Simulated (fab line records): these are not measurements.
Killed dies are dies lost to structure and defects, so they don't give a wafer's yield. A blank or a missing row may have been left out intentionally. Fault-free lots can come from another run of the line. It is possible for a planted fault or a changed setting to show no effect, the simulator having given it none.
Which of the tools did it? ; flow n5 finfet ; 72 wafers from 24 lots sampled at 5 of the route's 1938 steps

## WHAT THE GAUGES SHOWED, per wafer
N5_MOL_CONTACT_COAG_INSPECT_97: inspects for defects (darkfield).
lot;measured;on;raw defect count
L074;day 5 10:10;defect inspect-02;24 42 30
L075;day 5 13:52;defect inspect-02;34 24 33
L076;day 6 00:09;defect inspect-02;144 46 42
L077;day 6 03:44;defect inspect-02;23 23 32
L078;day 6 10:36;defect inspect-01;62 63 36
L080;day 7 01:31;defect inspect-01;27 27 39
L079;day 7 04:30;defect inspect-01;25 26 25
L081;day 7 07:30;defect inspect-01;27 33 21
L082;day 7 11:38;defect inspect-02;34 49 36
L083;day 7 15:16;defect inspect-01;60 63 37
L084;day 8 00:23;defect inspect-01;36 29 80
L085;day 8 03:20;defect inspect-02;29 37 53
L086;day 8 11:08;defect inspect-02;29 48 55
L087;day 8 14:10;defect inspect-01;32 43 53
L088;day 8 21:19;defect inspect-02;33 27 45
L089;day 9 05:30;defect inspect-01;30 28 27
L090;day 9 08:55;defect inspect-01;24 44 50
L091;day 9 12:58;defect inspect-01;33 51 56
L092;day 9 21:37;defect inspect-02;54 51 79
L093;day 10 16:49;defect inspect-01;47 116 50
L094;day 10 16:49;defect inspect-02;41 52 51
L095;day 10 17:08;defect inspect-01;30 39 48
L096;day 10 22:37;defect inspect-02;56 44 52
L097;day 11 06:00;defect inspect-01;47 45 52

N5_BEOL_M0_SAQP_CD_MEAS_14: target cd 42.5 nm.
lot;measured;on;cd nm (nm)
L074;day 5 11:37;cd sem-02;41.8 42.2 43.0
L075;day 5 14:58;cd sem-01;42.8 42.3 42.0
L076;day 6 01:28;cd sem-03;42.7 42.3 41.9
L077;day 6 07:35;cd sem-02;42.8 43.2 43.0
L078;day 6 13:29;cd sem-02;43.1 43.2 42.6
L080;day 7 04:43;cd sem-02;42.9 42.9 42.3
L079;day 7 07:32;cd sem-01;42.5 42.8 42.8
L081;day 7 10:38;cd sem-02;43.5 43.4 43.4
L082;day 7 14:23;cd sem-02;42.5 43.1 43.1
L083;day 7 16:38;cd sem-02;42.7 42.5 42.8
L084;day 8 01:43;cd sem-01;42.8 42.9 42.7
L085;day 8 04:34;cd sem-01;42.5 42.4 42.9
L086;day 8 14:10;cd sem-01;42.5 43.1 42.2
L087;day 8 15:50;cd sem-01;42.8 42.4 42.5
L088;day 8 23:35;cd sem-02;42.3 42.6 42.6
L089;day 9 07:34;cd sem-01;42.9 42.1 42.1
L090;day 9 10:02;cd sem-03;42.5 42.9 42.6
L091;day 9 15:30;cd sem-03;42.6 42.5 42.6
L092;day 10 00:40;cd sem-03;42.4 42.0 42.5
L093;day 10 18:02;cd sem-02;42.1 42.2 43.0
L094;day 10 18:12;cd sem-02;42.8 42.2 42.7
L095;day 10 20:22;cd sem-02;42.1 42.3 43.0
L096;day 11 00:14;cd sem-01;42.5 42.1 42.8
L097;day 11 08:17;cd sem-01;42.3 42.5 42.0

N5_BEOL_M0_SAQP_OVL_MEAS_15.
lot;measured;on;M0_CORE_OVL (nm)
L074;day 5 11:38;overlay-02;-0.1 -1.0 -1.0
L075;day 5 15:00;overlay-02;-0.9 -1.6 -0.9
L076;day 6 01:30;overlay-02;-0.3 0.0 -0.5
L077;day 6 07:37;overlay-02;-0.7 -0.7 0.2
L078;day 6 13:30;overlay-01;-1.9 -0.5 0.4
L080;day 7 04:45;overlay-01;0.3 0.0 -0.7
L079;day 7 07:34;overlay-02;0.6 0.3 0.7
L081;day 7 10:40;overlay-02;0.7 0.9 -0.5
L082;day 7 14:25;overlay-02;-0.7 -0.7 0.0
L083;day 7 16:40;overlay-01;0.0 -0.7 0.2
L084;day 8 01:44;overlay-02;0.0 -0.5 0.3
L085;day 8 04:35;overlay-01;-0.8 -0.3 -0.6
L086;day 8 14:12;overlay-02;0.2 -0.7 0.0
L087;day 8 15:52;overlay-01;0.3 1.1 0.5
L088;day 8 23:37;overlay-01;-0.5 -0.6 0.4
L089;day 9 07:35;overlay-01;0.4 0.8 0.9
L090;day 9 10:04;overlay-02;1.2 0.4 1.1
L091;day 9 15:32;overlay-02;0.1 0.0 0.2
L092;day 10 00:41;overlay-01;0.4 -0.6 -0.4
L093;day 10 18:04;overlay-01;0.9 -0.9 -0.6
L094;day 10 18:14;overlay-02;-1.5 -0.3 0.0
L095;day 10 20:23;overlay-01;1.6 0.4 0.5
L096;day 11 00:16;overlay-01;0.1 -0.5 0.4
L097;day 11 08:19;overlay-01;-0.6 -0.6 -0.7

## EACH LOT AND THE TOOL THAT RAN IT (in order: tool; ch and the chambers of the sampled wafers; start)
lot;N5_MOL_CONTACT_COAG_STRIP_72;N5_BEOL_M0_SAQP_PECVD_96
L074;rie diel-03 ch 0,1,2, day 5 06:05;pecvd-03 ch 0,1, day 5 11:04
L075;rie diel-06 ch 1,2,3, day 5 09:31;pecvd-03 ch 0,2, day 5 14:26
L076;rie diel-03 ch 0,2, day 5 20:07;pecvd-01 ch 0,1, day 6 00:49
L077;rie diel-06 ch 1,2,3, day 5 23:43;pecvd-01 ch 0,1,2, day 6 07:02
L078;rie diel-03 ch 2,3, day 6 06:31;pecvd-01 ch 0,1, day 6 12:49
L080;rie diel-04 ch 1,2,3, day 6 21:29;pecvd-03 ch 0,1, day 7 04:11
L079;rie diel-03 ch 0,3, day 6 21:39;pecvd-04 ch 1,2, day 7 06:52
L081;rie diel-06 ch 0,1,2, day 7 00:39;pecvd-03 ch 0,1,2, day 7 09:58
L082;rie diel-06 ch 0,2, day 7 07:13;pecvd-03 ch 0,1, day 7 13:51
L083;rie diel-06 ch 0,2,3, day 7 10:43;pecvd-04 ch 0,1,2, day 7 15:58
L084;rie diel-06 ch 0,1,2, day 7 20:18;pecvd-04 ch 0,1, day 8 01:10
L085;rie diel-03 ch 2,3, day 7 23:08;pecvd-04 ch 0,1,2, day 8 03:54
L086;rie diel-04 ch 0,1,2, day 8 06:52;pecvd-01 ch 0,2, day 8 13:33
L087;rie diel-04 ch 0,1,2, day 8 09:34;pecvd-01 ch 0,2, day 8 15:11
L088;rie diel-03 ch 2,3, day 8 17:16;pecvd-01 ch 0,2, day 8 23:04
L089;rie diel-03 ch 0,1,3, day 9 01:06;pecvd-04 ch 0,2, day 9 07:01
L090;rie diel-03 ch 1,2,3, day 9 04:54;pecvd-03 ch 0,1,2, day 9 09:29
L091;rie diel-03 ch 0,3, day 9 08:54;pecvd-03 ch 0,1,2, day 9 14:49
L092;rie diel-04 ch 1,2,3, day 9 17:36;pecvd-01 ch 0,1, day 10 00:06
L093;rie diel-03 ch 1,2, day 10 00:04;pecvd-03 ch 1,2, day 10 17:23
L094;rie diel-06 ch 0,1, day 10 06:09;pecvd-04 ch 0,1, day 10 17:25
L095;rie diel-06 ch 0,1,2, day 10 09:22;pecvd-04 ch 1,2, day 10 19:42
L096;rie diel-03 ch 0,1,3, day 10 18:22;pecvd-01 ch 1,2, day 10 23:34
L097;rie diel-06 ch 0,2,3, day 11 01:56;pecvd-01 ch 1,2, day 11 07:37
- N5_MOL_CONTACT_COAG_STRIP_72: strips in N2/H2.
- N5_BEOL_M0_SAQP_PECVD_96: deposits a-Si from SiH4/He, target thk 45 nm, time 45.2 s.

## WHAT THE TOOLS THEMSELVES READ (means of the sampled wafers that have a number; where no wafer has one, the mark that the record gives instead)
N5_MOL_CONTACT_COAG_STRIP_72.
lot;tool;drypump motor current A (A);h2 flow sccm (sccm);oes product au (a.u.);power w (W);rf vpp V (V);showerhead plenum p Torr (Torr);temp c (C);throttle valve pct (%)
L074;rie diel-03;5.5;200.4;0.89;449.5;57.0;2.52;39.95;23.7
L075;rie diel-06;5.7;199.8;0.77;450.1;58.1;2.47;39.96;23.9
L076;rie diel-03;4.9;199.6;0.97;448.2;59.6;2.54;40.02;23.5
L077;rie diel-06;5.7;200.1;0.76;449.6;57.8;2.46;40.10;23.9
L078;rie diel-03;6.0;199.3;0.99;450.6;58.4;2.64;40.07;23.2
L080;rie diel-04;5.9;199.7;0.82;449.7;59.6;2.49;40.13;23.6
L079;rie diel-03;5.5;199.9;0.93;450.6;59.7;2.62;39.98;23.5
L081;rie diel-06;5.2;199.6;0.81;448.8;59.2;2.46;40.09;23.9
L082;rie diel-06;5.3;199.8;0.81;449.0;59.0;2.46;39.95;24.0
L083;rie diel-06;5.7;199.5;0.86;451.7;61.2;2.46;39.91;23.8
L084;rie diel-06;5.1;200.1;0.80;450.0;59.3;2.46;40.09;23.9
L085;rie diel-03;5.4;200.0;0.92;450.5;59.6;2.57;39.93;23.4
L086;rie diel-04;5.9;199.4;0.78;450.6;59.2;2.48;40.04;23.7
L087;rie diel-04;5.8;200.0;0.76;450.4;57.9;2.48;39.97;23.6
L088;rie diel-03;5.4;199.4;0.92;450.4;59.7;2.56;40.03;23.4
L089;rie diel-03;6.0;200.6;0.84;450.8;59.5;2.56;39.99;23.7
L090;rie diel-03;6.0;200.4;0.84;449.2;59.6;2.53;40.01;23.6
L091;rie diel-03;5.5;200.4;0.90;448.4;60.0;2.61;39.89;23.6
L092;rie diel-04;5.8;199.9;0.78;448.4;59.0;2.47;40.09;23.7
L093;rie diel-03;6.0;200.4;0.75;449.1;61.6;2.44;39.99;24.0
L094;rie diel-06;5.0;200.5;0.81;449.7;57.2;2.46;40.07;23.8
L095;rie diel-06;5.2;200.2;0.78;449.5;58.4;2.45;40.01;24.0
L096;rie diel-03;6.0;200.0;0.80;449.1;59.9;2.56;39.91;23.7
L097;rie diel-06;5.7;199.5;0.81;448.6;59.2;2.45;39.95;23.9

N5_BEOL_M0_SAQP_PECVD_96.
lot;tool;heater power w (W);showerhead plenum p Torr (Torr);throttle valve pct (%)
L074;pecvd-03;628;5.67;18.7
L075;pecvd-03;632;5.64;18.1
L076;pecvd-01;540;5.66;19.1
L077;pecvd-01;565;5.63;18.5
L078;pecvd-01;527;5.65;18.6
L080;pecvd-03;688;5.67;18.9
L079;pecvd-04;635;5.69;18.0
L081;pecvd-03;624;5.68;18.2
L082;pecvd-03;669;5.67;18.7
L083;pecvd-04;647;5.66;17.9
L084;pecvd-04;581;5.64;18.2
L085;pecvd-04;676;5.66;17.8
L086;pecvd-01;532;5.65;19.1
L087;pecvd-01;573;5.64;18.6
L088;pecvd-01;518;5.65;19.2
L089;pecvd-04;633;5.64;17.6
L090;pecvd-03;652;5.69;18.2
L091;pecvd-03;642;5.69;18.2
L092;pecvd-01;526;5.65;18.7
L093;pecvd-03;667;5.68;17.5
L094;pecvd-04;582;5.64;18.2
L095;pecvd-04;677;5.67;16.8
L096;pecvd-01;564;5.63;18.3
L097;pecvd-01;555;5.63;18.2

## THE ANSWER, worked out from the rows above alone
Rule: usual is defined by the lots themselves. The widest of any qualifying gaps counts: lots, ordered by their means at a reading, are off when they make up no more than a third of the lots, leave a main group of 4 or more, and stand apart from it by 3 or more times the standard deviation of that group's means. A main group is skipped when, at the precision printed for the reading in the tables above, its means are all equal. A lot without any number at a reading at which 4 lots or more have one is off too. All remaining lots with rows at the step are treated as sound. After the gauges, taken in route order, come the tools' own readings; for these a lot's mean is taken, as printed above. The first step at which some lot is off is used, and at that step the reading that is off furthest; a lot without a number counts as furthest.
No lot is off at any reading shown: from this, nothing can be told.

## WHAT THE SIMULATOR PUT IN
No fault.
